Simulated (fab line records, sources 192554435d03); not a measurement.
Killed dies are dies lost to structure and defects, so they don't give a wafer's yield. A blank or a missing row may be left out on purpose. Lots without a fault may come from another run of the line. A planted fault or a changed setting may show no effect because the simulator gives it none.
Which tool did it? | flow n5_finfet | 12 lots, 36 wafers sampled, at 4 steps of a route of 1938

WHAT THE GAUGES READ, wafer by wafer
N5_BEOL_M11_INSPECT_58: inspects for defects (darkfield).
lot  | measured     | on                | raw_defect_count
L601 | day 10 17:05 | defect_inspect-01 | 58 48 69
L604 | day 10 18:43 | defect_inspect-02 | 81 80 50
L602 | day 10 19:06 | defect_inspect-01 | 87 108 90
L606 | day 11 23:30 | defect_inspect-01 | 42 97 79
L608 | day 12 06:37 | defect_inspect-02 | 38 59 60
L609 | day 12 11:29 | defect_inspect-01 | 44 61 74
L615 | day 14 02:40 | defect_inspect-01 | 57 139 135
L618 | day 14 08:59 | defect_inspect-01 | 60 78 74
L622 | day 15 13:12 | defect_inspect-01 | 78 61 52
L620 | day 15 13:38 | defect_inspect-02 | 76 57 48
L623 | day 16 01:45 | defect_inspect-02 | 71 71 89
L624 | day 16 04:45 | defect_inspect-02 | 87 66 97

N5_BEOL_M12_THK_MEAS_01.
lot  | measured     | on            | M12_ILD_THK (nm)
L601 | day 10 17:16 | film_metro-02 | 657 668 668
L604 | day 10 18:53 | film_metro-01 | 656 644 666
L602 | day 10 19:16 | film_metro-02 | 655 668 662
L606 | day 11 23:40 | film_metro-01 | 656 663 666
L608 | day 12 06:47 | film_metro-01 | 654 665 675
L609 | day 12 11:39 | film_metro-01 | 660 667 679
L615 | day 14 02:50 | film_metro-02 | 650 661 663
L618 | day 14 09:16 | film_metro-01 | 664 663 659
L622 | day 15 13:22 | film_metro-02 | 656 650 666
L620 | day 15 13:48 | film_metro-02 | 656 661 668
L623 | day 16 01:55 | film_metro-01 | 650 647 659
L624 | day 16 04:55 | film_metro-02 | 654 649 660

WHICH TOOL RAN EACH LOT (tool, then ch and the chambers of the sampled wafers, then the start)
lot  | N5_BEOL_M11_SPUTTER_48       | N5_BEOL_M11_DEP_56
L601 | pvd_sputter-03, day 10 15:40 | pecvd-04 ch 1,2, day 10 17:00
L604 | pvd_sputter-02, day 10 17:43 | pecvd-04 ch 0,2, day 10 18:37
L602 | pvd_sputter-01, day 10 18:08 | pecvd-01 ch 0,1, day 10 19:01
L606 | pvd_sputter-01, day 11 22:15 | pecvd-04 ch 0,1, day 11 23:25
L608 | pvd_sputter-03, day 12 05:39 | pecvd-04 ch 0,2, day 12 06:32
L609 | pvd_sputter-01, day 12 10:19 | pecvd-03 ch 0,1,2, day 12 11:23
L615 | pvd_sputter-03, day 14 01:27 | pecvd-04 ch 0,1,2, day 14 02:23
L618 | pvd_sputter-03, day 14 07:31 | pecvd-03 ch 0,1,2, day 14 08:41
L622 | pvd_sputter-03, day 15 11:50 | pecvd-04 ch 1,2, day 15 13:07
L620 | pvd_sputter-03, day 15 12:03 | pecvd-04 ch 0,1,2, day 15 13:32
L623 | pvd_sputter-02, day 16 00:47 | pecvd-04 ch 0,1, day 16 01:40
L624 | pvd_sputter-02, day 16 03:42 | pecvd-03 ch 0,2, day 16 04:40
- N5_BEOL_M11_SPUTTER_48: material Cu, target thk 12 nm, time 2 s.
- N5_BEOL_M11_DEP_56: deposits SiCN from 3MS/NH3, target thk 30 nm, time 10.5 s.

WHAT THE TOOLS THEMSELVES READ (means of the sampled wafers that have a number; where no wafer has one, the mark that the record gives instead)
N5_BEOL_M11_SPUTTER_48.
lot  | tool           | throttle_valve_pct (%)
L601 | pvd_sputter-03 | 30.0
L604 | pvd_sputter-02 | 29.6
L602 | pvd_sputter-01 | 30.2
L606 | pvd_sputter-01 | 29.9
L608 | pvd_sputter-03 | 30.8
L609 | pvd_sputter-01 | 29.0
L615 | pvd_sputter-03 | 31.2
L618 | pvd_sputter-03 | 30.8
L622 | pvd_sputter-03 | 30.0
L620 | pvd_sputter-03 | 30.0
L623 | pvd_sputter-02 | 29.0
L624 | pvd_sputter-02 | 28.5

N5_BEOL_M11_DEP_56.
lot  | tool     | showerhead_plenum_p_Torr (Torr) | throttle_valve_pct (%)
L601 | pecvd-04 | 4.177                           | 17.1
L604 | pecvd-04 | 4.165                           | 17.5
L602 | pecvd-01 | 4.163                           | 19.1
L606 | pecvd-04 | 4.161                           | 17.9
L608 | pecvd-04 | 4.158                           | 18.2
L609 | pecvd-03 | 4.184                           | 18.0
L615 | pecvd-04 | 4.167                           | 17.9
L618 | pecvd-03 | 4.180                           | 18.0
L622 | pecvd-04 | 4.173                           | 17.6
L620 | pecvd-04 | 4.171                           | 17.9
L623 | pecvd-04 | 4.158                           | 18.3
L624 | pecvd-03 | 4.185                           | 17.8

THE ANSWER, worked out from the rows above alone
Rule: what is usual is taken from the lots themselves. Put in order of their means at a reading, lots are off if they are a third of the lots or fewer, leave a main group of 4 or more, and stand apart from it by a gap of 3 or more times the standard deviation of the main group's means; of several such gaps the widest counts. A main group whose means are all the same, to the digits that the tables above print for the reading, isn't used. A lot without any number at a reading at which 4 lots or more have one is off too. The other lots that the step has rows for count as sound. The gauges are gone through in route order, then the tools' own readings, and for those a lot's mean is taken as printed above. The first step at which some lot is off is used, and at that step the reading that is off furthest; a lot without a number counts as furthest.
No lot is off at any reading shown: from this, nothing can be told.

WHAT THE SIMULATOR HAD PUT IN
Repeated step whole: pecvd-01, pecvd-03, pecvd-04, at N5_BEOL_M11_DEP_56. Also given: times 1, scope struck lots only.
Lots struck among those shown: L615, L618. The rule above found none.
